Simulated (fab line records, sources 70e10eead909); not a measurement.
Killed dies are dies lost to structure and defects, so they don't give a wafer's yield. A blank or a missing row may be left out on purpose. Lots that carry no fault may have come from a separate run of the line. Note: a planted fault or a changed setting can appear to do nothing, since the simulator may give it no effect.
Chamber matching	flow nand-harc	4 sister chambers for NHARC_P_ZERO_WELL_DESCUM_13 on rie-diel-08
The step chemistry O2, time 3 s. 4 wafers are shown with their chamber, then 11 later ones without.

## WAFERS, EACH WITH ITS CHAMBER
wafer	chamber	showerhead-plenum-p-Torr (Torr)
L082.4	1	1.93
L083.1	0	1.93
L083.3	3	1.89
L089.2	2	1.89

## WAFERS WITH NO CHAMBER GIVEN
wafer	showerhead-plenum-p-Torr (Torr)
L089.4	1.92
L089.6	1.89
L090.1	1.88
L090.2	1.92
L090.3	1.89
L093.4	1.88
L093.5	1.92
L093.6	1.92
L094.2	1.92
L094.5	1.92
L094.6	1.92

## EACH ONE'S CHAMBER
wafer	from the rows above	in truth
L089.4	can't be placed: 0 or 1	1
L089.6	can't be placed: 2 or 3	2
L090.1	can't be placed: 2 or 3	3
L090.2	can't be placed: 0 or 1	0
L090.3	can't be placed: 2 or 3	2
L093.4	can't be placed: 2 or 3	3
L093.5	can't be placed: 0 or 1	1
L093.6	can't be placed: 0 or 1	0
L094.2	can't be placed: 0 or 1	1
L094.5	can't be placed: 0 or 1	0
L094.6	can't be placed: 0 or 1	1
Placed correctly: 0 of 11. Unplaceable from these rows: 11, with the true chamber sitting among the candidates in 11. Placed wrongly: 0.
How it was worked out, from the rows above alone: a wafer's distance from a chamber is the root of the sum, over the readings, of the square of ((its reading less the chamber's mean) divided by the reading's scatter). The wafer belongs to the nearest chamber; if the next one is less than 2 further off, it can't be placed. Each chamber's mean is taken over the wafers shown for it. The scatter (one wafer shown for each chamber): square how far every hidden wafer sits from the nearest shown wafer, average those squares and take the square root.
